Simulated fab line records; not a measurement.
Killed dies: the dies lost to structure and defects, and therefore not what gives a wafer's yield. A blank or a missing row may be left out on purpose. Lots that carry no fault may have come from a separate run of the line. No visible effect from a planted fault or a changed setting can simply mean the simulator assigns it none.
Chamber matching | flow n5 finfet | ald hk-02 running N5_HKMG_FIN_ALD_74: 4 sister chambers
The step deposits La2O3, target thk 0.5 nm, pulse time 6 s, co reactant pulse time 1 s. 14 wafers are shown with their chamber, then 6 later ones without.

== EACH WAFER AND ITS CHAMBER ==
wafer  | chamber | heater power w (W) | precursor pulse height rel
L891.3 | 2       | 340                | 0.978
L891.5 | 2       | 339                | 0.977
L891.6 | 3       | 324                | 1.014
L892.2 | 1       | 405                | 0.983
L892.3 | 0       | 332                | 1.019
L892.4 | 3       | 314                | 0.975
L893.2 | 1       | 398                | 1.010
L893.3 | 0       | 333                | 0.976
L893.4 | 3       | 326                | 1.029
L894.3 | 3       | 308                | 0.998
L894.6 | 1       | 394                | 0.983
L910.1 | 1       | 411                | 1.040
L910.2 | 2       | 347                | 1.018
L910.5 | 1       | 405                | 0.987

SIGNATURES (means of the wafers above)
reading                    | chamber 0 | chamber 1 | chamber 2 | chamber 3 | scatter within a chamber
heater power w             | 332.50    | 402.60    | 342.00    | 318.00    | 6.57
precursor pulse height rel | 0.99750   | 1.00060   | 0.99100   | 1.00400   | 0.0246
Rule: for each reading, subtract the chamber's mean from the wafer's reading, divide by that reading's scatter and square the result; add these up over the readings and take the root, which gives the wafer's distance from the chamber. If the next closest chamber is less than 2 further off than the closest, the wafer can't be placed; otherwise it belongs to the closest. The scatter is the square root of a quotient: the sum, over the shown wafers, of each reading's squared deviation from its chamber's mean, divided by wafers minus chambers.

== WAFERS WITH NO CHAMBER GIVEN ==
wafer  | heater power w (W) | precursor pulse height rel
L911.2 | 341                | 1.039
L911.4 | 330                | 1.010
L911.6 | 329                | 1.003
L912.3 | 326                | 0.984
L912.5 | 342                | 0.991
L912.6 | 392                | 0.991

== WHICH CHAMBER EACH WENT THROUGH ==
wafer  | from the rows above          | in truth
L911.2 | can't be placed: 2 or 0 or 3 | 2
L911.4 | can't be placed: 0 or 3 or 2 | 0
L911.6 | can't be placed: 0 or 3 or 2 | 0
L912.3 | can't be placed: 0 or 3 or 2 | 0
L912.5 | can't be placed: 2 or 0      | 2
L912.6 | 1                            | 1
1 of 6 placed correctly. These rows do not allow placing 5 (true chamber among the candidates in 5). Placed wrongly: 0.
